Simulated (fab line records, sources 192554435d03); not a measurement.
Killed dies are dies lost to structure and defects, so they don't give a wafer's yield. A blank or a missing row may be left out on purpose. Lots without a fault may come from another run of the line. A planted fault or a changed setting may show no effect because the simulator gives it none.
Chamber matching | flow n5_finfet | N5_SPACER0_ALD_08 on ald_sin-02: 4 sister chambers
The step deposits SiNx, target thk 2 nm. 16 wafers are shown with their chamber, then 8 later ones without.

WAFERS WITH THEIR CHAMBER
wafer  | chamber | heater_power_w (W)
L075.1 | 3       | 1097
L075.3 | 0       | 892
L075.6 | 0       | 895
L082.1 | 3       | 1068
L082.2 | 0       | 915
L082.4 | 2       | 960
L084.1 | 1       | 852
L084.5 | 1       | 805
L084.6 | 2       | 917
L090.3 | 2       | 949
L090.4 | 3       | 1077
L090.6 | 1       | 853
L093.1 | 3       | 1075
L093.3 | 1       | 835
L093.4 | 0       | 880
L094.1 | 3       | 1068

SIGNATURES (means of the wafers above)
reading        | chamber 0 | chamber 1 | chamber 2 | chamber 3 | scatter within a chamber
heater_power_w | 895.50    | 836.25    | 942.00    | 1077.00   | 17.6
Rule: a wafer's distance from a chamber is the root of the sum, over the readings, of the square of ((its reading less the chamber's mean) divided by the reading's scatter). The wafer belongs to the nearest chamber; if the next one is less than 2 further off, it can't be placed. The scatter: the root of (the sum of the squares of (reading less its chamber's mean) over the shown wafers, divided by (wafers less chambers)).

WAFERS WITHOUT THEIR CHAMBER
wafer  | heater_power_w (W)
L094.5 | 959
L094.6 | 832
L095.2 | 899
L095.3 | 815
L095.5 | 1073
L097.2 | 918
L097.3 | 830
L097.6 | 828

WHICH CHAMBER EACH WENT THROUGH
wafer  | from the rows above     | in truth
L094.5 | 2                       | 2
L094.6 | 1                       | 1
L095.2 | 0                       | 0
L095.3 | 1                       | 1
L095.5 | 3                       | 3
L097.2 | can't be placed: 0 or 2 | 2
L097.3 | 1                       | 1
L097.6 | 1                       | 1
Placed correctly: 7 of 8. Can't be placed from these rows: 1 (the true chamber is among the candidates in 1). Placed wrongly: 0.
